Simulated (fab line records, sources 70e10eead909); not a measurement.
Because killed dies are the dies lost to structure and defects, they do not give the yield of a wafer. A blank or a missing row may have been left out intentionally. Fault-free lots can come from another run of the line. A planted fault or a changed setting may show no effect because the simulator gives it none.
Chamber matching -- flow nand-harc -- 4 sister chambers for NHARC_P_M1_DESCUM_14 on rie-diel-10
The step chemistry O2, time 3 s. 14 wafers are shown with their chamber, then 7 later ones without.

WAFERS WITH THEIR CHAMBER
wafer,chamber,oes-product-au (a.u.),chamber-pressure-mTorr (mTorr),rf-vpp-V (V)
L081.2,1,0.984,60.01,59.0
L081.3,2,1.003,59.95,58.1
L081.4,0,0.999,59.96,58.5
L085.2,2,0.995,59.99,59.7
L085.3,3,1.003,59.99,58.0
L085.6,3,1.000,60.01,58.0
L089.1,2,0.982,59.99,58.2
L089.3,0,0.999,59.96,59.3
L089.6,2,0.980,60.00,57.1
L090.1,2,0.991,59.90,58.6
L090.2,1,0.987,60.05,56.9
L090.6,0,0.997,59.91,58.5
L093.4,0,0.991,60.12,57.1
L093.5,1,0.977,60.01,57.7

SIGNATURES (means of the wafers above)
reading,chamber 0,chamber 1,chamber 2,chamber 3,scatter within a chamber
oes-product-au,0.99650,0.98267,0.99020,1.00150,0.00677
chamber-pressure-mTorr,59.9875,60.0233,59.9660,60.0000,0.0577
rf-vpp-V,58.350,57.867,58.340,58.000,0.91
Rule: for a wafer and a chamber, the distance is found by dividing, reading by reading, the gap between the wafer's reading and the chamber's mean by the reading's scatter, squaring, summing and taking the root. If the next closest chamber is less than 2 further off than the closest, the wafer can't be placed; otherwise it belongs to the closest. The scatter: the root of (the sum of the squares of (reading less its chamber's mean) over the shown wafers, divided by (wafers less chambers)).

WAFERS WITH NO CHAMBER GIVEN
wafer,oes-product-au (a.u.),chamber-pressure-mTorr (mTorr),rf-vpp-V (V)
L093.6,0.981,59.97,57.2
L092.2,0.981,60.02,58.6
L092.4,0.990,59.99,57.2
L092.5,0.985,60.06,59.0
L096.3,1.000,59.96,58.6
L096.5,0.975,60.06,57.4
L096.6,0.989,59.99,57.0

CHAMBER TAKEN BY EACH
wafer,from the rows above,in truth
L093.6,can't be placed: 1 or 2 or 0 or 3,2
L092.2,can't be placed: 1 or 2 or 0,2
L092.4,can't be placed: 2 or 1 or 0 or 3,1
L092.5,can't be placed: 1 or 2 or 0 or 3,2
L096.3,can't be placed: 0 or 3 or 2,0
L096.5,can't be placed: 1 or 2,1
L096.6,can't be placed: 1 or 2 or 0 or 3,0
Placed correctly: 0 of 7. These rows do not allow placing 7 (true chamber among the candidates in 7). Wrongly placed: 0.
